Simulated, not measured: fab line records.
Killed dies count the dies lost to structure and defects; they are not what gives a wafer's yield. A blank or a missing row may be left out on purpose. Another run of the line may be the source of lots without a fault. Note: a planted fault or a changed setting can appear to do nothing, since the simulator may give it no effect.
Split-lot trial / flow n5Finfet / route with 1938 steps; 7 lots, 21 wafers read

ABOUT THE SPLIT
At N5_FIN_SAQP_HM_DEP_03 (deposits SiNx from SiH4/NH3/N2, target thk 38 nm, time 33.6 s), the setting timeS was moved away from the recipe's 33.6 s on 11 of the 21 wafers read, by -9.3% to +9.2%. All remaining wafers had this setting at the recipe value.

FROM THE SPLIT TO THE READING: what the file shows between them, 10 steps
- N5_FIN_SAQP_THK_MEAS_05
- N5_FIN_SAQP_EXPOSE_13: exposes mask FIN CORE, target cd 35.6 nm (also split here: doseMj)
- N5_FIN_SAQP_PEB_14: peb time 60 s
- N5_FIN_SAQP_DEVELOP_15: develop time 30 s
- N5_FIN_SAQP_SPACER2_ALD_28: deposits SiO2, target thk 8.1 nm, pulse time 1 s, purge time 2 s
- N5_FIN_SAQP_SPACER2_ETCHBACK_29: etches SiO2 in CHF3/O2, target depth 12.2 nm, time 6.1 s
- N5_FIN_SAQP_MANDREL2_REMOVE_60: chemistry HBr/Cl2/O2, target a-Si, stops on SiNx, bt time 10 s
- N5_FIN_SAQP_HM_OPEN_33: chemistry CH3F/O2, target SiNx, target depth 49.4 nm, time 70.6 s
- N5_FIN_SAQP_ETCH_34: etches SiO2 in C4F6/O2, target depth 45 nm, time 15 s
- N5_FIN_SAQP_STRIP_77: strips in N2/H2, time 90 s

THE READING
SiNx_of_FIN_SAQP_HM_DEP_03.thkNm (the simulator's own value, which no gauge read), in nm, at N5_FIN_SAQP_ETCH_64 (etches SiO2 in CF4, target depth 1.5 nm). The file gives no usual value for it. Here, 10 wafers ran the recipe; their average is 32.8 nm with a standard deviation of 0.59 nm.

wafer=L074.1; tool, chamber at the split=pecvd-03, 0; timeS as run, s=33.6; against the recipe=recipe; SiNx_of_FIN_SAQP_HM_DEP_03.thkNm, nm=32.4; against lot-mates on the recipe=-
wafer=L074.4; tool, chamber at the split=pecvd-03, 0; timeS as run, s=33.6; against the recipe=recipe; SiNx_of_FIN_SAQP_HM_DEP_03.thkNm, nm=33; against lot-mates on the recipe=-
wafer=L074.6; tool, chamber at the split=pecvd-03, 1; timeS as run, s=33.6; against the recipe=recipe; SiNx_of_FIN_SAQP_HM_DEP_03.thkNm, nm=32.8; against lot-mates on the recipe=-
wafer=L079.1; tool, chamber at the split=pecvd-01, 1; timeS as run, s=33.6; against the recipe=recipe; SiNx_of_FIN_SAQP_HM_DEP_03.thkNm, nm=32.2; against lot-mates on the recipe=-
wafer=L079.3; tool, chamber at the split=pecvd-01, 0; timeS as run, s=33.6; against the recipe=recipe; SiNx_of_FIN_SAQP_HM_DEP_03.thkNm, nm=32.2; against lot-mates on the recipe=-
wafer=L079.2; tool, chamber at the split=pecvd-01, 0; timeS as run, s=31.03; against the recipe=-7.6%; SiNx_of_FIN_SAQP_HM_DEP_03.thkNm, nm=28.6; against lot-mates on the recipe=-3.6
wafer=L080.1; tool, chamber at the split=pecvd-02, 1; timeS as run, s=33.6; against the recipe=recipe; SiNx_of_FIN_SAQP_HM_DEP_03.thkNm, nm=33.2; against lot-mates on the recipe=-
wafer=L080.2; tool, chamber at the split=pecvd-02, 0; timeS as run, s=33.6; against the recipe=recipe; SiNx_of_FIN_SAQP_HM_DEP_03.thkNm, nm=32.2; against lot-mates on the recipe=-
wafer=L080.3; tool, chamber at the split=pecvd-02, 2; timeS as run, s=33.6; against the recipe=recipe; SiNx_of_FIN_SAQP_HM_DEP_03.thkNm, nm=34.2; against lot-mates on the recipe=-
wafer=L082.2; tool, chamber at the split=pecvd-02, 1; timeS as run, s=30.48; against the recipe=-9.3%; SiNx_of_FIN_SAQP_HM_DEP_03.thkNm, nm=29; against lot-mates on the recipe=no lot-mate on the recipe
wafer=L082.3; tool, chamber at the split=pecvd-02, 0; timeS as run, s=30.48; against the recipe=-9.3%; SiNx_of_FIN_SAQP_HM_DEP_03.thkNm, nm=28.2; against lot-mates on the recipe=no lot-mate on the recipe
wafer=L082.5; tool, chamber at the split=pecvd-02, 2; timeS as run, s=30.48; against the recipe=-9.3%; SiNx_of_FIN_SAQP_HM_DEP_03.thkNm, nm=29.6; against lot-mates on the recipe=no lot-mate on the recipe
wafer=L085.1; tool, chamber at the split=pecvd-01, 1; timeS as run, s=36.7; against the recipe=+9.2%; SiNx_of_FIN_SAQP_HM_DEP_03.thkNm, nm=35.6; against lot-mates on the recipe=no lot-mate on the recipe
wafer=L085.4; tool, chamber at the split=pecvd-01, 0; timeS as run, s=36.7; against the recipe=+9.2%; SiNx_of_FIN_SAQP_HM_DEP_03.thkNm, nm=35.6; against lot-mates on the recipe=no lot-mate on the recipe
wafer=L085.3; tool, chamber at the split=pecvd-01, 1; timeS as run, s=36.7; against the recipe=+9.2%; SiNx_of_FIN_SAQP_HM_DEP_03.thkNm, nm=36; against lot-mates on the recipe=no lot-mate on the recipe
wafer=L086.1; tool, chamber at the split=pecvd-03, 0; timeS as run, s=32.06; against the recipe=-4.6%; SiNx_of_FIN_SAQP_HM_DEP_03.thkNm, nm=30.4; against lot-mates on the recipe=-2.6
wafer=L086.5; tool, chamber at the split=pecvd-03, 1; timeS as run, s=33.6; against the recipe=recipe; SiNx_of_FIN_SAQP_HM_DEP_03.thkNm, nm=33; against lot-mates on the recipe=-
wafer=L086.6; tool, chamber at the split=pecvd-03, 0; timeS as run, s=32.06; against the recipe=-4.6%; SiNx_of_FIN_SAQP_HM_DEP_03.thkNm, nm=31.4; against lot-mates on the recipe=-1.6
wafer=L089.4; tool, chamber at the split=pecvd-01, 2; timeS as run, s=36.24; against the recipe=+7.9%; SiNx_of_FIN_SAQP_HM_DEP_03.thkNm, nm=35.8; against lot-mates on the recipe=+3.2
wafer=L089.5; tool, chamber at the split=pecvd-01, 0; timeS as run, s=36.24; against the recipe=+7.9%; SiNx_of_FIN_SAQP_HM_DEP_03.thkNm, nm=35; against lot-mates on the recipe=+2.4
wafer=L089.6; tool, chamber at the split=pecvd-01, 1; timeS as run, s=33.6; against the recipe=recipe; SiNx_of_FIN_SAQP_HM_DEP_03.thkNm, nm=32.6; against lot-mates on the recipe=-

FIT RESULTS
A straight line over all 21 wafers: SiNx_of_FIN_SAQP_HM_DEP_03.thkNm changes by +0.378 nm for each +1% of timeS; r = +0.97; the points scatter about the line by 0.62 nm.
The same after taking each lot's own level away (the mean of its wafers on the recipe; 15 wafers): +0.405 nm for each +1%; r = +0.96; scatter 0.52 nm.
According to that fit, moving timeS by its largest amount changes the reading by 3.8 nm.
The lots' own levels span 32.20 to 33.20 nm, that is 1.7 times the standard deviation above.
Hence the lot-to-lot level has little effect on the slope; both slopes agree.
Check: +2.99 nm against its lot-mates is what the line predicts for one of the wafers moved furthest among these (+7.9%) when that wafer is left out of the fit. Against them it came out at +3.2 nm.

OTHER SPLITS ON THESE WAFERS
Before the reading, these wafers also passed through other splits. Each is held against what the fit with the lots' levels taken away leaves over:
other split on the same wafers=N5_WELL_APT_COAT_02 spinRpm; wafers away from the commonest value=7; r with SiNx_of_FIN_SAQP_HM_DEP_03.thkNm (lot level and that fit taken away)=+0.04
other split on the same wafers=N5_FIN_SAQP_EXPOSE_13 doseMj; wafers away from the commonest value=10; r with SiNx_of_FIN_SAQP_HM_DEP_03.thkNm (lot level and that fit taken away)=+0.17

THE WHOLE CHAIN: every reading that the file lists as answering this split, in the file's order
step=N5_FIN_SAQP_HM_DEP_03; what it does=deposits SiNx from SiH4/NH3/N2, target thk 38 nm, time 33.6 s; reading=SiNx_of_FIN_SAQP_HM_DEP_03.thkNm (the simulator's own value, which no gauge read); change (the file's fit)=+0.402 nm for each +1% of the setting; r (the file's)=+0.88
step=N5_FIN_SAQP_THK_MEAS_05; what it does=; reading=thkNm; change (the file's fit)=withheld for each +1% of the setting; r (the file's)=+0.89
step=N5_FIN_SAQP_MANDREL2_REMOVE_60; what it does=chemistry HBr/Cl2/O2, target a-Si, stops on SiNx, bt time 10 s; reading=SiNx_of_FIN_SAQP_HM_DEP_03.thkNm (the simulator's own value, which no gauge read); change (the file's fit)=+0.411 nm for each +1% of the setting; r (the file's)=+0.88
step=N5_FIN_SAQP_HM_OPEN_33; what it does=chemistry CH3F/O2, target SiNx, target depth 49.4 nm, time 70.6 s; reading=etchRfOnTimeS; change (the file's fit)=withheld for each +1% of the setting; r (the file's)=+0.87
step=N5_FIN_SAQP_HM_OPEN_33; what it does=chemistry CH3F/O2, target SiNx, target depth 49.4 nm, time 70.6 s; reading=etch.depthNm (the simulator's own value, which no gauge read); change (the file's fit)=+0.409 nm for each +1% of the setting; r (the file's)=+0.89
step=N5_FIN_SAQP_ETCH_64; what it does=etches SiO2 in CF4, target depth 1.5 nm; reading=SiNx_of_FIN_SAQP_HM_DEP_03.thkNm (the simulator's own value, which no gauge read); change (the file's fit)=+0.419 nm for each +1% of the setting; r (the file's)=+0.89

FILE'S OWN FIT
SiNx_of_FIN_SAQP_HM_DEP_03.thkNm changes by +0.419 nm for each +1% of timeS, r = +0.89.
